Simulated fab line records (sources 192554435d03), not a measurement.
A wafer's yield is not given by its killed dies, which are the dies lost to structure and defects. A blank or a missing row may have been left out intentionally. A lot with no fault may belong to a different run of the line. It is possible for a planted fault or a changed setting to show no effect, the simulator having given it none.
Matching of chambers + flow n5_finfet + N5_BEOL_M1_STRIP_66 on rie_diel-01: 4 sister chambers
The step strips in CF4. 4 wafers are shown with their chamber, then 12 later ones without.

== WAFERS, EACH WITH ITS CHAMBER ==
| wafer  | chamber | showerhead_plenum_p_Torr (Torr) |
|--------|---------|---------------------------------|
| L088.2 | 1       | 1.76                            |
| L088.4 | 2       | 1.73                            |
| L088.5 | 3       | 1.82                            |
| L088.6 | 0       | 1.73                            |

== WAFERS MISSING THEIR CHAMBER ==
| wafer  | showerhead_plenum_p_Torr (Torr) |
|--------|---------------------------------|
| L089.1 | 1.76                            |
| L089.4 | 1.82                            |
| L089.6 | 1.82                            |
| L090.3 | 1.73                            |
| L090.4 | 1.73                            |
| L090.6 | 1.73                            |
| L093.1 | 1.73                            |
| L093.2 | 1.75                            |
| L093.3 | 1.72                            |
| L093.4 | 1.82                            |
| L093.5 | 1.75                            |
| L093.6 | 1.72                            |

== CHAMBER TAKEN BY EACH ==
| wafer  | from the rows above          | in truth |
|--------|------------------------------|----------|
| L089.1 | 1                            | 1        |
| L089.4 | 3                            | 3        |
| L089.6 | 3                            | 3        |
| L090.3 | can't be placed: 0 or 2      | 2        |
| L090.4 | can't be placed: 0 or 2      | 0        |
| L090.6 | can't be placed: 0 or 2      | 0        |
| L093.1 | can't be placed: 0 or 2      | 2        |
| L093.2 | can't be placed: 1 or 0 or 2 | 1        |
| L093.3 | can't be placed: 0 or 2      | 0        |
| L093.4 | 3                            | 3        |
| L093.5 | can't be placed: 1 or 0 or 2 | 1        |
| L093.6 | can't be placed: 0 or 2      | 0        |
Correct placement for 4 of the 12. From these rows, 8 cannot be placed; in 8 the true chamber is one of the candidates. Placed wrongly: 0.
How it was worked out, from the rows above alone: a wafer's distance from a chamber is the root of the sum, over the readings, of the square of ((its reading less the chamber's mean) divided by the reading's scatter). If the next closest chamber is less than 2 further off than the closest, the wafer can't be placed; otherwise it belongs to the closest. Each chamber's mean is taken over the wafers shown for it. The scatter: with one shown wafer a chamber, the root of the mean of the squares of how far each hidden wafer lies from its nearest shown one.
